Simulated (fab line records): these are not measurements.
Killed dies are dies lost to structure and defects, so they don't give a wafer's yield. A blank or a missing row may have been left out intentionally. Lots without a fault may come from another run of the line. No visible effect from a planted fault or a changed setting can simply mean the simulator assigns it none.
The tool behind it: which one? -- flow nand-harc -- 12 lots, 36 wafers sampled, at 5 steps of a route of 1159

== WHAT THE GAUGES READ, wafer by wafer ==
NHARC_P_BONDPAD_THK_MEAS_33: measures by ellipsometry.
lot,measured,on,thk-nm (nm)
L879,day 6 08:22,film-metro-01,199.4 199.4 200.4
L880,day 7 00:20,film-metro-01,198.4 201.8 203.3
L882,day 7 03:13,film-metro-02,201.6 201.1 196.7
L885,day 7 11:02,film-metro-02,201.2 199.6 202.1
L886,day 8 08:19,film-metro-01,202.4 198.8 198.9
L888,day 8 12:53,film-metro-01,200.8 202.3 201.0
L895,day 10 15:55,film-metro-02,201.3 199.3 205.4
L897,day 10 19:17,film-metro-01,201.6 200.5 202.1
L898,day 11 01:07,film-metro-01,200.1 201.8 199.3
L899,day 11 10:17,film-metro-02,198.0 202.7 200.4
L900,day 11 17:28,film-metro-01,201.5 200.0 203.6
L901,day 11 17:44,film-metro-01,200.9 202.3 200.4

NHARC_P_BONDPAD_CD_MEAS_13.
lot,measured,on,cd-nm (nm)
L879,day 6 09:46,cd-sem-03,501.1 503.3 499.7
L880,day 7 01:28,cd-sem-02,498.1 501.2 498.9
L882,day 7 04:28,cd-sem-01,497.6 501.8 497.4
L885,day 7 12:07,cd-sem-02,500.3 499.2 497.4
L886,day 8 09:26,cd-sem-03,502.6 507.0 502.3
L888,day 8 13:59,cd-sem-02,501.3 500.0 498.9
L895,day 10 17:01,cd-sem-03,499.8 499.3 504.6
L897,day 10 20:27,cd-sem-02,499.2 500.6 500.0
L898,day 11 02:13,cd-sem-02,499.3 498.1 501.7
L899,day 11 11:23,cd-sem-03,500.0 498.5 500.7
L900,day 11 18:30,cd-sem-01,499.0 495.7 496.5
L901,day 11 18:51,cd-sem-02,505.1 499.6 497.4

NHARC_END_SORT_01.
lot,measured,on,defect-limited-yield (%),killed-at-array,killed-at-other,killed-at-periphery,killed-dies,killed-open,killed-short,sort_bin_2_pct (%),sort_bin_3_pct (%),sort_bin_4_pct (%),sort-n-pass,sort-rim-yield-pct (%),sort-yield-pct (%)
L897,day 24 18:03,prober-02,0 0 0,11 12 13,0 0 0,666 665 664,677 677 677,4 7 4,3 1 1,98.1 98.7 98.4,0 0 0,1.9 1.3 1.6,0 0 0,0 0 0,0 0 0
L898,day 25 10:31,prober-01,0 0 0,24 30 30,0 0 0,653 647 647,677 677 677,1 5 9,4 1 0,98.4 96.8 96.5,0.30 0.59 0.44,1.3 2.7 3.1,0 0 0,0 0 0,0 0 0

== WHICH TOOL RAN EACH LOT (tool, then ch and the chambers of the sampled wafers, then the start) ==
lot,NHARC_P_BONDPAD_ETCH_24,NHARC_P_BONDPAD_PVD_27
L879,"rie-diel-09 ch 0,1,3, day 6 10:37 or earlier","pvd-sputter-02, day 6 10:37"
L880,"rie-diel-09 ch 0,1,2, day 7 02:29 or earlier","pvd-sputter-01, day 7 02:29"
L882,"rie-diel-09 ch 0,1, day 7 05:19 or earlier","pvd-sputter-01, day 7 05:19"
L885,"rie-diel-09 ch 0,1,2, day 7 13:01 or earlier","pvd-sputter-03, day 7 13:01"
L886,"rie-diel-01 ch 2,3, day 8 10:19 or earlier","pvd-sputter-01, day 8 10:19"
L888,"rie-diel-09 ch 0,2,3, day 8 14:50 or earlier","pvd-sputter-03, day 8 14:50"
L895,"rie-diel-11 ch 0,1,3, day 10 17:21","pvd-sputter-01, day 10 18:00"
L897,"rie-diel-09 ch 1,3, day 10 21:18 or earlier","pvd-sputter-03, day 10 21:18"
L898,"rie-diel-09 ch 0,1,3, day 11 03:04 or earlier","pvd-sputter-01, day 11 03:04"
L899,"rie-diel-09 ch 0,1,3, day 11 12:14 or earlier","pvd-sputter-03, day 11 12:14"
L900,"rie-diel-01 ch 2,3, day 11 19:24 or earlier","pvd-sputter-03, day 11 19:24"
L901,"rie-diel-01 ch 0,2, day 11 19:43 or earlier","pvd-sputter-01, day 11 19:43"
- NHARC_P_BONDPAD_ETCH_24: etches the open film in CF4/N2, target depth 30 nm, time 72.99 s.
- NHARC_P_BONDPAD_PVD_27: deposits Cu, target thk 30 nm, time 20.49 s.

== WHAT THE TOOLS THEMSELVES READ (means of the sampled wafers that have a number; where no wafer has one, the mark that the record gives instead) ==
NHARC_P_BONDPAD_ETCH_24.
lot,tool,drypump-motor-current-A (A),oes-product-au (a.u.),rf-vpp-V (V),showerhead-plenum-p-Torr (Torr),throttle-valve-pct (%)
L879,rie-diel-09,5.8,1.000,312.8,2.54,19.783
L880,rie-diel-09,5.3,0.998,313.5,2.54,19.789
L882,rie-diel-09,5.5,0.998,312.9,2.55,19.784
L885,rie-diel-09,5.3,1.001,313.4,2.54,19.795
L886,rie-diel-01,5.4,1.011,313.4,2.54,19.797
L888,rie-diel-09,5.7,1.004,311.7,2.51,19.800
L895,rie-diel-11,5.5,0.993,313.4,2.56,19.799
L897,rie-diel-09,5.5,1.003,312.7,2.54,19.791
L898,rie-diel-09,5.8,0.995,312.8,2.53,19.789
L899,rie-diel-09,5.7,0.987,313.0,2.53,19.800
L900,rie-diel-01,5.4,1.008,312.6,2.53,19.797
L901,rie-diel-01,6.3,0.997,311.9,2.49,19.800

NHARC_P_BONDPAD_PVD_27.
lot,tool,cathode-dc-power-W (W),chamber-pressure-pa (Pa),throttle-valve-pct (%)
L879,pvd-sputter-02,5001.2,5.001,29.1
L880,pvd-sputter-01,4999.3,5.006,30.3
L882,pvd-sputter-01,5000.4,4.997,30.2
L885,pvd-sputter-03,5001.0,5.006,31.1
L886,pvd-sputter-01,4999.6,4.994,30.3
L888,pvd-sputter-03,4998.9,5.006,31.0
L895,pvd-sputter-01,4999.7,4.999,30.5
L897,pvd-sputter-03,-,-,-
L898,pvd-sputter-01,-,-,-
L899,pvd-sputter-03,5000.5,4.997,30.4
L900,pvd-sputter-03,5000.2,5.000,30.7
L901,pvd-sputter-01,4999.9,4.991,30.2

== THE ANSWER, worked out from the rows above alone ==
Rule: what is usual is taken from the lots themselves. Put in order of their means at a reading, lots are off if they are a third of the lots or fewer, leave a main group of 4 or more, and stand apart from it by a gap of 3 or more times the standard deviation of the main group's means; of several such gaps the widest counts. A main group whose means are all the same, to the digits that the tables above print for the reading, isn't used. A lot without any number at a reading at which 4 lots or more have one is off too. The other lots that the step has rows for count as sound. First the gauges in route order, then the tools' own readings, where a lot's mean is used as printed above. At the first step where some lot is off, the reading lying furthest off is the one used; lots without a number count as furthest.
Off at NHARC_P_BONDPAD_PVD_27 (cathode-dc-power-W): L897, L898. Without a number there: L897, L898. Main group: mean 5000.1 W, sd 0.69.
A tool fits if, at that step or a process step before it, it ran every lot that is off, and no sound lot after the first of them. NHARC_P_BONDPAD_ETCH_24: start missing for some lots; hours and lot order therefore follow NHARC_P_BONDPAD_PVD_27. No candidate that was tried fits.

== WHAT THE SIMULATOR HAD PUT IN ==
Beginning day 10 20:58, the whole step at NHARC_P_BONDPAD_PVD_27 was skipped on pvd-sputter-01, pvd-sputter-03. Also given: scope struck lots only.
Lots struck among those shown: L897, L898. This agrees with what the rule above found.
